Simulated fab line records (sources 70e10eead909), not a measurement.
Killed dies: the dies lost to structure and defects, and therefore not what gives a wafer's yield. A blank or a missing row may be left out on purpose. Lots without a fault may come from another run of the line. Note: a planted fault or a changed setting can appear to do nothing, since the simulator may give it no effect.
Chamber matching / flow nandHarc / rieDiel-11 running NHARC_A_CHANNEL_HOLE_D1_ETCH_44: 4 sister chambers
The step etches the open film in CF4/O2, target depth 140 nm, overetch 14 nm, time 77 s. 20 wafers are shown with their chamber, then 10 later ones without.

## WAFERS PAIRED WITH THEIR CHAMBERS
wafer=L633.2; chamber=2; showerheadPlenumPTorr (Torr)=1.31; drypumpMotorCurrentA (A)=5.6; oesProductAu (a.u.)=1.010
wafer=L633.3; chamber=1; showerheadPlenumPTorr (Torr)=1.31; drypumpMotorCurrentA (A)=5.9; oesProductAu (a.u.)=0.987
wafer=L633.5; chamber=3; showerheadPlenumPTorr (Torr)=1.32; drypumpMotorCurrentA (A)=5.8; oesProductAu (a.u.)=1.009
wafer=L635.1; chamber=3; showerheadPlenumPTorr (Torr)=1.32; drypumpMotorCurrentA (A)=5.7; oesProductAu (a.u.)=1.005
wafer=L635.2; chamber=2; showerheadPlenumPTorr (Torr)=1.31; drypumpMotorCurrentA (A)=5.7; oesProductAu (a.u.)=1.011
wafer=L635.4; chamber=0; showerheadPlenumPTorr (Torr)=1.28; drypumpMotorCurrentA (A)=6.1; oesProductAu (a.u.)=1.000
wafer=L636.2; chamber=0; showerheadPlenumPTorr (Torr)=1.28; drypumpMotorCurrentA (A)=6.0; oesProductAu (a.u.)=1.001
wafer=L636.3; chamber=2; showerheadPlenumPTorr (Torr)=1.31; drypumpMotorCurrentA (A)=5.6; oesProductAu (a.u.)=1.020
wafer=L636.4; chamber=3; showerheadPlenumPTorr (Torr)=1.32; drypumpMotorCurrentA (A)=5.7; oesProductAu (a.u.)=1.009
wafer=L644.1; chamber=3; showerheadPlenumPTorr (Torr)=1.31; drypumpMotorCurrentA (A)=5.8; oesProductAu (a.u.)=1.003
wafer=L644.4; chamber=0; showerheadPlenumPTorr (Torr)=1.28; drypumpMotorCurrentA (A)=6.1; oesProductAu (a.u.)=1.011
wafer=L644.6; chamber=2; showerheadPlenumPTorr (Torr)=1.31; drypumpMotorCurrentA (A)=5.6; oesProductAu (a.u.)=1.004
wafer=L645.1; chamber=2; showerheadPlenumPTorr (Torr)=1.31; drypumpMotorCurrentA (A)=5.7; oesProductAu (a.u.)=1.009
wafer=L645.3; chamber=3; showerheadPlenumPTorr (Torr)=1.31; drypumpMotorCurrentA (A)=5.8; oesProductAu (a.u.)=1.023
wafer=L645.4; chamber=0; showerheadPlenumPTorr (Torr)=1.28; drypumpMotorCurrentA (A)=6.0; oesProductAu (a.u.)=1.016
wafer=L646.1; chamber=3; showerheadPlenumPTorr (Torr)=1.31; drypumpMotorCurrentA (A)=5.7; oesProductAu (a.u.)=1.003
wafer=L646.3; chamber=0; showerheadPlenumPTorr (Torr)=1.28; drypumpMotorCurrentA (A)=6.0; oesProductAu (a.u.)=1.004
wafer=L646.5; chamber=1; showerheadPlenumPTorr (Torr)=1.31; drypumpMotorCurrentA (A)=5.9; oesProductAu (a.u.)=0.983
wafer=L649.2; chamber=1; showerheadPlenumPTorr (Torr)=1.31; drypumpMotorCurrentA (A)=5.9; oesProductAu (a.u.)=0.999
wafer=L649.4; chamber=2; showerheadPlenumPTorr (Torr)=1.31; drypumpMotorCurrentA (A)=5.7; oesProductAu (a.u.)=1.006

SIGNATURES (averages over the wafers above)
reading=showerheadPlenumPTorr; chamber 0=1.2800; chamber 1=1.3100; chamber 2=1.3100; chamber 3=1.3150; scatter within a chamber=0.00306
reading=drypumpMotorCurrentA; chamber 0=6.040; chamber 1=5.900; chamber 2=5.650; chamber 3=5.750; scatter within a chamber=0.0512
reading=oesProductAu; chamber 0=1.00640; chamber 1=0.98967; chamber 2=1.01000; chamber 3=1.00867; scatter within a chamber=0.00692
Rule: distance of a wafer from a chamber = root of the sum over the readings of ((wafer's reading minus chamber's mean) / reading's scatter) squared. If the next closest chamber is less than 2 further off than the closest, the wafer can't be placed; otherwise it belongs to the closest. How the scatter is found: for the shown wafers, subtract from each reading the mean of its chamber, square and add these, divide the total by (wafers less chambers), then take the root.

## WAFERS MISSING THEIR CHAMBER
wafer=L649.5; showerheadPlenumPTorr (Torr)=1.31; drypumpMotorCurrentA (A)=5.7; oesProductAu (a.u.)=1.015
wafer=L654.1; showerheadPlenumPTorr (Torr)=1.31; drypumpMotorCurrentA (A)=5.7; oesProductAu (a.u.)=1.015
wafer=L654.2; showerheadPlenumPTorr (Torr)=1.31; drypumpMotorCurrentA (A)=5.7; oesProductAu (a.u.)=1.005
wafer=L654.5; showerheadPlenumPTorr (Torr)=1.31; drypumpMotorCurrentA (A)=5.7; oesProductAu (a.u.)=1.018
wafer=L655.1; showerheadPlenumPTorr (Torr)=1.31; drypumpMotorCurrentA (A)=5.7; oesProductAu (a.u.)=1.014
wafer=L655.2; showerheadPlenumPTorr (Torr)=1.31; drypumpMotorCurrentA (A)=5.7; oesProductAu (a.u.)=1.022
wafer=L655.3; showerheadPlenumPTorr (Torr)=1.27; drypumpMotorCurrentA (A)=6.1; oesProductAu (a.u.)=1.010
wafer=L656.3; showerheadPlenumPTorr (Torr)=1.31; drypumpMotorCurrentA (A)=5.9; oesProductAu (a.u.)=0.980
wafer=L656.5; showerheadPlenumPTorr (Torr)=1.31; drypumpMotorCurrentA (A)=5.7; oesProductAu (a.u.)=1.010
wafer=L656.6; showerheadPlenumPTorr (Torr)=1.27; drypumpMotorCurrentA (A)=6.0; oesProductAu (a.u.)=1.013

## EACH ONE'S CHAMBER
wafer=L649.5; from the rows above=can't be placed: 2 or 3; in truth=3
wafer=L654.1; from the rows above=can't be placed: 2 or 3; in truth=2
wafer=L654.2; from the rows above=can't be placed: 2 or 3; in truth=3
wafer=L654.5; from the rows above=can't be placed: 2 or 3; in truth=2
wafer=L655.1; from the rows above=can't be placed: 2 or 3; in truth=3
wafer=L655.2; from the rows above=can't be placed: 2 or 3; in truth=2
wafer=L655.3; from the rows above=0; in truth=0
wafer=L656.3; from the rows above=1; in truth=1
wafer=L656.5; from the rows above=can't be placed: 2 or 3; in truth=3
wafer=L656.6; from the rows above=0; in truth=0
Correctly placed: 3 of 10. Not placeable from these rows: 7 (in 7, the candidates include the true chamber). Placed wrongly: 0.
